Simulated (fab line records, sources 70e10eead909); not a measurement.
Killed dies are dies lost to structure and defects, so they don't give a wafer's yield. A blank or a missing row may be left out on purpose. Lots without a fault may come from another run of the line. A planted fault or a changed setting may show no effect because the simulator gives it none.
Tool commonality check | flow nand_harc | 14 lots, 42 wafers sampled

WHY IT WAS OPENED
At NHARC_A_ONON_D2_THK_MEAS_05 the reading thk_nm is flagged on 2 of 14 lots. Wafers without a fault read 1000 nm, standard deviation 10.
Rule: a lot is flagged when every wafer of it that has a number lies more than 4 standard deviations from that mean, or none has a number. The other lots count as sound.

lot  | measured     | on            | thk_nm (nm), wafer by wafer | flag
L832 | day 12 08:07 | film_metro-02 | 994 995 994                 |
L834 | day 13 04:47 | film_metro-01 | 1001 1001 1001              |
L833 | day 13 04:49 | film_metro-02 | 1000 998 997                |
L835 | day 13 14:47 | film_metro-02 | 994 994 995                 |
L838 | day 15 00:00 | film_metro-02 | 1002 1003 1004              |
L840 | day 15 06:50 | film_metro-02 | 996 997 996                 |
L839 | day 15 06:51 | film_metro-01 | 1008 1008 1007              |
L841 | day 15 22:14 | film_metro-01 | 998 998 998                 |
L843 | day 16 21:40 | film_metro-01 | 1004 1003 1003              |
L844 | day 16 21:40 | film_metro-01 | 999 1001 1001               |
L845 | day 18 08:41 | film_metro-02 | 1003 1004 1004              |
L846 | day 18 21:55 | film_metro-02 | 1026 1024 1027              |
L851 | day 20 02:46 | film_metro-02 | 595 593 595                 | FLAGGED
L853 | day 20 21:02 | film_metro-02 | 565 565 563                 | FLAGGED
The numbers of the flagged lots are 579 nm on average: -421 nm against the usual, or -42 standard deviations.

WHICH TOOL RAN EACH LOT
The record holds 2 process steps before the reading, out of a route of 1302 steps. In each cell: the tool, then ch and the chambers that the sampled wafers went through, then the start.
lot  | flag    | NHARC_A_DECK1_JOINT_ETCHBACK_00  | NHARC_A_ONON_D2_DEP_03
L832 |         | rie_si-04 ch 1,2, day 11 06:01   | pecvd_onon-04 ch 0, day 12 07:43
L834 |         | rie_si-05 ch 0,2, day 11 22:46   | pecvd_onon-04 ch 0, day 13 04:20
L833 |         | rie_si-04 ch 0,1, day 11 22:46   | pecvd_onon-01 ch 0, day 13 04:20
L835 |         | rie_si-05 ch 2,3, day 12 11:35   | pecvd_onon-01 ch 0, day 13 14:20
L838 |         | rie_si-04 ch 1,2,3, day 14 00:46 | pecvd_onon-04 ch 0, day 14 23:29
L840 |         | rie_si-05 ch 0,1,3, day 14 08:16 | pecvd_onon-02 ch 0, day 15 06:23
L839 |         | rie_si-06 ch 1,2,3, day 14 08:14 | pecvd_onon-01 ch 0, day 15 06:19
L841 |         | rie_si-06 ch 1,2, day 14 18:43   | pecvd_onon-04 ch 0, day 15 21:47
L843 |         | rie_si-04 ch 0,2,3, day 16 00:02 | pecvd_onon-01 ch 0, day 16 21:13
L844 |         | rie_si-05 ch 1,3, day 16 00:01   | pecvd_onon-04 ch 0, day 16 21:13
L845 |         | rie_si-04 ch 0,1,2, day 17 01:43 | pecvd_onon-04 ch 0, day 18 08:10
L846 |         | rie_si-05 ch 0,1,2, day 17 17:37 | pecvd_onon-02 ch 0, day 18 21:25
L851 | FLAGGED | rie_si-05 ch 0,1,2, day 19 01:00 | pecvd_onon-04 ch 0, day 20 02:19
L853 | FLAGGED | rie_si-05 ch 0,1,3, day 19 19:35 | pecvd_onon-04 ch 0, day 20 20:31
What these steps do:
- NHARC_A_DECK1_JOINT_ETCHBACK_00: etches the open film in HBr, target depth 30 nm, time 17.4 s.
- NHARC_A_ONON_D2_DEP_03: target thk 1000 nm.
- NHARC_A_ONON_D2_THK_MEAS_05: measures by ellipsometry.

FLAGGED OVER TOTAL, TOOL BY TOOL (the gauges that took the reading come last)
step                            | tool          | lots run | flagged | share of the flagged lots | sound lots run after its first flagged lot
NHARC_A_DECK1_JOINT_ETCHBACK_00 | rie_si-04     | 5        | 0       | none                      | -
NHARC_A_DECK1_JOINT_ETCHBACK_00 | rie_si-05     | 7        | 2       | all                       | 0
NHARC_A_DECK1_JOINT_ETCHBACK_00 | rie_si-06     | 2        | 0       | none                      | -
NHARC_A_ONON_D2_DEP_03          | pecvd_onon-01 | 4        | 0       | none                      | -
NHARC_A_ONON_D2_DEP_03          | pecvd_onon-02 | 2        | 0       | none                      | -
NHARC_A_ONON_D2_DEP_03          | pecvd_onon-04 | 8        | 2       | all                       | 0
NHARC_A_ONON_D2_THK_MEAS_05     | film_metro-01 | 5        | 0       | none                      | -
NHARC_A_ONON_D2_THK_MEAS_05     | film_metro-02 | 9        | 2       | all                       | 0

WHAT THE TABLE ALLOWS
3 rows of the table ran every flagged lot: rie_si-05 at NHARC_A_DECK1_JOINT_ETCHBACK_00, pecvd_onon-04 at NHARC_A_ONON_D2_DEP_03, film_metro-02 at NHARC_A_ONON_D2_THK_MEAS_05.
- rie_si-05 at NHARC_A_DECK1_JOINT_ETCHBACK_00: 2 of its 7 lots flagged. Its last sound lot is L846 (day 17 17:37), its first flagged lot L851 (day 19 01:00): a fault that began between those two fits.
- pecvd_onon-04 at NHARC_A_ONON_D2_DEP_03: 2 of its 8 lots flagged. Its last sound lot is L845 (day 18 08:10), its first flagged lot L851 (day 20 02:19): a fault that began between those two fits.
- film_metro-02 at NHARC_A_ONON_D2_THK_MEAS_05: 2 of its 9 lots flagged. Its last sound lot is L846 (day 18 21:55), its first flagged lot L851 (day 20 02:46): a fault that began between those two fits.
Counting lots can't tell these 3 tools apart, because each fits a fault that began at some hour. More lots, or a look at what each step does to the wafer, might.

WHAT THE SIMULATOR HAD PUT IN
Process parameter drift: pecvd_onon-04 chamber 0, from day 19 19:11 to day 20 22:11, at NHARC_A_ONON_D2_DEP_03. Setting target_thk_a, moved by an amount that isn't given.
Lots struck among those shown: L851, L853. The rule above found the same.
